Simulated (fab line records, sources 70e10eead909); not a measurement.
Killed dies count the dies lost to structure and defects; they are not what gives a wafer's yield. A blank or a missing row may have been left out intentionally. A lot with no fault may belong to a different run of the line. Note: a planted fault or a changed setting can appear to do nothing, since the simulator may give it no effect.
Chamber matching -- flow nand harc -- NHARC_P_M2_ETCH_35 on rie diel-05: 4 sister chambers
The step etches the open film in N2/H2, target depth 40 nm, overetch 12 nm, time 43.94 s. 18 wafers are shown with their chamber, then 9 later ones without.

WAFERS, EACH WITH ITS CHAMBER
wafer,chamber,showerhead plenum p Torr (Torr),drypump motor current A (A),rf vpp V (V)
L363.1,0,1.99,5.1,428.2
L363.2,1,1.96,5.7,428.6
L363.6,3,2.16,5.3,434.1
L365.2,1,1.96,5.7,429.3
L365.3,2,2.12,5.9,432.6
L365.5,1,1.96,5.7,427.8
L367.2,3,2.16,5.3,433.9
L367.5,1,1.96,5.7,429.0
L367.6,0,1.98,5.1,429.1
L377.2,1,1.96,5.8,429.6
L377.4,2,2.12,5.9,433.4
L377.5,1,1.96,5.7,427.8
L380.1,3,2.16,5.3,433.4
L380.2,2,2.12,5.9,433.0
L380.5,3,2.16,5.3,433.7
L381.1,3,2.16,5.3,435.0
L381.3,0,1.98,5.1,427.6
L381.4,2,2.12,5.9,433.6

SIGNATURES (averages over the wafers above)
reading,chamber 0,chamber 1,chamber 2,chamber 3,scatter within a chamber
showerhead plenum p Torr,1.9833,1.9600,2.1200,2.1600,0.00218
drypump motor current A,5.100,5.717,5.900,5.300,0.0244
rf vpp V,428.300,428.683,433.150,434.020,0.659
Rule: for each reading, subtract the chamber's mean from the wafer's reading, divide by that reading's scatter and square the result; add these up over the readings and take the root, which gives the wafer's distance from the chamber. The wafer belongs to the nearest chamber; if the next one is less than 2 further off, it can't be placed. The scatter: take each reading less its chamber's mean, square it, sum over the shown wafers, divide by the number of wafers less the number of chambers, and take the root.

WAFERS WITH NO CHAMBER GIVEN
wafer,showerhead plenum p Torr (Torr),drypump motor current A (A),rf vpp V (V)
L385.1,2.12,6.0,431.0
L385.3,1.98,5.0,430.6
L385.5,1.96,5.7,428.2
L383.3,2.12,5.9,433.4
L383.4,1.98,5.1,429.0
L383.5,2.16,5.3,432.5
L386.1,2.16,5.3,433.3
L386.2,1.96,5.7,427.0
L386.5,2.16,5.3,434.2

EACH ONE'S CHAMBER
wafer,from the rows above,in truth
L385.1,2,2
L385.3,0,0
L385.5,1,1
L383.3,2,2
L383.4,0,0
L383.5,3,3
L386.1,3,3
L386.2,1,1
L386.5,3,3
9 of 9 placed correctly. Not placeable from these rows: 0. 0 placed wrongly.
